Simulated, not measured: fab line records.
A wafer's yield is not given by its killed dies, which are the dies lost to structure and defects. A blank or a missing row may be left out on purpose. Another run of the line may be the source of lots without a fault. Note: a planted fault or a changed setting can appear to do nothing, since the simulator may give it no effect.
2 desks looking at one fault -- flow nand_harc -- every desk sees just its own numbers, and what lay behind them comes last

## THE METROLOGY DESK
Means of the sampled wafers that have a number, per lot and without regard to the tool the lot ran on: this is what the gauges read. The brackets show how far a lot's mean lies from the usual mean; more than 4 standard deviations puts the lot out of limits, marked OUT.
Columns: A = cd_nm at NHARC_A_CONTACT_CD_MEAS_15, usual 190.0 nm
lot,first seen here,A
L815,day 23 01:03,189.5
L817,day 23 18:24,190.7
L819,day 24 10:18,190.7
L818,day 24 15:32,190.1
L821,day 25 04:31,189.4
L832,day 28 18:26,189.3
L834,day 30 05:42,190.1
L833,day 30 14:48,189.6
L835,day 30 22:32,190.5
L837,day 31 08:22,190.3
L838,day 31 10:59,190.4
L836,day 31 11:55,189.8
This desk's finding: nothing out of limits on any of the 12 lots.

## DESK OF THE TOOL OWNER: rie_diel-10
The tool's own readings at NHARC_A_BLC_ETCH_17 (etches the open film in N2/H2, target depth 390 nm, time 609.38 s): means of the sampled wafers that have a number, for each lot that ran on this tool. The brackets show how far a lot's mean lies from the usual mean; more than 4 standard deviations puts the lot out of limits, marked OUT.
Columns: A = drypump_motor_current_A at NHARC_A_BLC_ETCH_17, usual 5.8 A; B = oes_product_au at NHARC_A_BLC_ETCH_17, usual 1.003 a.u.; C = rf_vpp_V at NHARC_A_BLC_ETCH_17, usual 431.3 V; D = run_length_s at NHARC_A_BLC_ETCH_17, usual 630.9 s; E = showerhead_plenum_p_Torr at NHARC_A_BLC_ETCH_17, usual 2.07 Torr; F = throttle_valve_pct at NHARC_A_BLC_ETCH_17, usual 14.171 %
lot,first seen here,A,B,C,D,E,F
L815,day 23 04:16,5.8,1.010,432.0,631.3,2.10,14.175
L817,day 23 21:52,5.8,1.010,432.1,631.2,2.10,14.166
L819,day 24 14:52,5.8,1.010,431.4,631.2,2.09,14.173
L821,day 25 08:30,5.8,1.012,431.4,553.0 (-99 or more) OUT,2.09,14.161
L832,day 28 21:51,5.8,0.998,431.6,631.3,2.09,14.171
L833,day 30 18:15,5.8,1.006,430.9,630.6,2.06,14.180
L837,day 31 11:40,5.8,0.998,430.8,631.0,2.04,14.179
L838,day 31 14:10,5.7,1.016,432.4,630.8,2.10,14.166
L836,day 31 15:16,5.9,0.994,431.0,631.0,2.03,14.163
Finding of this desk: L821 out of limits; the first was L821 at day 25 08:30, on run_length_s at NHARC_A_BLC_ETCH_17. Within limits: L815, L817, L819, L832, L833, L837, L838, L836.

## ALL TOGETHER
At day 25 08:30, on L821, the tool owner's desk was in a position to raise an alarm.
At the metrology desk, nothing out of limits was observed.
The metrology desk holds a record of L821, inside its limits.
All the named lots went through NHARC_A_BLC_ETCH_17 on rie_diel-10.

## WHAT HAD BEEN PUT IN BY THE SIMULATOR
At NHARC_A_BLC_ETCH_17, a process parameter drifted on rie_diel-10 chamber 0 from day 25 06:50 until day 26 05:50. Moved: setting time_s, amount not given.
Shown lots that were struck: L821.
Hours from the fault's start to each desk's first reading out of limits: the tool owner's desk, 2.
